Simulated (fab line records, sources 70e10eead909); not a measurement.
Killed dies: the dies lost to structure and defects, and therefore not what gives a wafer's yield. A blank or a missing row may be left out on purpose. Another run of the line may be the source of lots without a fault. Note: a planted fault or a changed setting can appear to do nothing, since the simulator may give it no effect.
Chamber matching :: flow nandHarc :: rieDiel-03 running NHARC_A_STAIRCASE_DESCUM_291: 4 sister chambers
The step chemistry O2, time 3 s. 18 wafers are shown with their chamber, then 9 later ones without.

== WAFERS, EACH WITH ITS CHAMBER ==
wafer: L075.2
chamber: 1
drypumpMotorCurrentA (A): 5.8
rfVppV (V): 59.2
throttleValvePct (%): 11.322

wafer: L075.4
chamber: 2
drypumpMotorCurrentA (A): 5.8
rfVppV (V): 56.4
throttleValvePct (%): 11.297

wafer: L075.6
chamber: 2
drypumpMotorCurrentA (A): 5.8
rfVppV (V): 58.5
throttleValvePct (%): 11.322

wafer: L080.2
chamber: 0
drypumpMotorCurrentA (A): 5.4
rfVppV (V): 57.1
throttleValvePct (%): 11.303

wafer: L080.3
chamber: 1
drypumpMotorCurrentA (A): 5.8
rfVppV (V): 58.1
throttleValvePct (%): 11.319

wafer: L080.6
chamber: 3
drypumpMotorCurrentA (A): 6.1
rfVppV (V): 58.7
throttleValvePct (%): 11.300

wafer: L083.3
chamber: 1
drypumpMotorCurrentA (A): 5.8
rfVppV (V): 58.9
throttleValvePct (%): 11.319

wafer: L083.4
chamber: 3
drypumpMotorCurrentA (A): 6.1
rfVppV (V): 58.4
throttleValvePct (%): 11.302

wafer: L083.6
chamber: 1
drypumpMotorCurrentA (A): 5.8
rfVppV (V): 59.4
throttleValvePct (%): 11.307

wafer: L083.1
chamber: 2
drypumpMotorCurrentA (A): 5.7
rfVppV (V): 57.7
throttleValvePct (%): 11.298

wafer: L083.2
chamber: 0
drypumpMotorCurrentA (A): 5.5
rfVppV (V): 57.1
throttleValvePct (%): 11.293

wafer: L083.5
chamber: 2
drypumpMotorCurrentA (A): 5.8
rfVppV (V): 57.7
throttleValvePct (%): 11.295

wafer: L082.1
chamber: 2
drypumpMotorCurrentA (A): 5.7
rfVppV (V): 58.9
throttleValvePct (%): 11.317

wafer: L082.5
chamber: 3
drypumpMotorCurrentA (A): 6.0
rfVppV (V): 57.7
throttleValvePct (%): 11.304

wafer: L082.6
chamber: 2
drypumpMotorCurrentA (A): 5.7
rfVppV (V): 59.0
throttleValvePct (%): 11.298

wafer: L085.1
chamber: 0
drypumpMotorCurrentA (A): 5.5
rfVppV (V): 56.7
throttleValvePct (%): 11.321

wafer: L085.4
chamber: 2
drypumpMotorCurrentA (A): 5.8
rfVppV (V): 56.9
throttleValvePct (%): 11.307

wafer: L085.6
chamber: 2
drypumpMotorCurrentA (A): 5.8
rfVppV (V): 57.8
throttleValvePct (%): 11.318

SIGNATURES, as means of the wafers listed above
reading: drypumpMotorCurrentA
chamber 0: 5.467
chamber 1: 5.800
chamber 2: 5.763
chamber 3: 6.067
scatter within a chamber: 0.0479

reading: rfVppV
chamber 0: 56.967
chamber 1: 58.900
chamber 2: 57.862
chamber 3: 58.267
scatter within a chamber: 0.733

reading: throttleValvePct
chamber 0: 11.30567
chamber 1: 11.31675
chamber 2: 11.30650
chamber 3: 11.30200
scatter within a chamber: 0.00998
Rule: distance of a wafer from a chamber = root of the sum over the readings of ((wafer's reading minus chamber's mean) / reading's scatter) squared. The wafer belongs to the nearest chamber; if the next one is less than 2 further off, it can't be placed. The scatter is the square root of a quotient: the sum, over the shown wafers, of each reading's squared deviation from its chamber's mean, divided by wafers minus chambers.

== WAFERS WITH NO CHAMBER GIVEN ==
wafer: L088.2
drypumpMotorCurrentA (A): 5.8
rfVppV (V): 57.5
throttleValvePct (%): 11.303

wafer: L088.4
drypumpMotorCurrentA (A): 5.5
rfVppV (V): 56.1
throttleValvePct (%): 11.291

wafer: L088.5
drypumpMotorCurrentA (A): 5.8
rfVppV (V): 57.7
throttleValvePct (%): 11.319

wafer: L090.1
drypumpMotorCurrentA (A): 5.5
rfVppV (V): 57.2
throttleValvePct (%): 11.310

wafer: L090.3
drypumpMotorCurrentA (A): 6.0
rfVppV (V): 58.5
throttleValvePct (%): 11.305

wafer: L090.5
drypumpMotorCurrentA (A): 5.8
rfVppV (V): 58.8
throttleValvePct (%): 11.321

wafer: L096.2
drypumpMotorCurrentA (A): 5.5
rfVppV (V): 57.7
throttleValvePct (%): 11.301

wafer: L096.5
drypumpMotorCurrentA (A): 6.1
rfVppV (V): 56.9
throttleValvePct (%): 11.305

wafer: L096.6
drypumpMotorCurrentA (A): 5.7
rfVppV (V): 58.4
throttleValvePct (%): 11.301

== CHAMBER TAKEN BY EACH ==
wafer: L088.2
from the rows above: can't be placed: 2 or 1
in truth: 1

wafer: L088.4
from the rows above: 0
in truth: 0

wafer: L088.5
from the rows above: can't be placed: 2 or 1
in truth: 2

wafer: L090.1
from the rows above: 0
in truth: 0

wafer: L090.3
from the rows above: 3
in truth: 3

wafer: L090.5
from the rows above: can't be placed: 1 or 2
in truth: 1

wafer: L096.2
from the rows above: 0
in truth: 0

wafer: L096.5
from the rows above: 3
in truth: 3

wafer: L096.6
from the rows above: can't be placed: 2 or 1
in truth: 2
5 of 9 placed correctly. Unplaceable from these rows: 4, with the true chamber sitting among the candidates in 4. Number placed wrongly: 0.
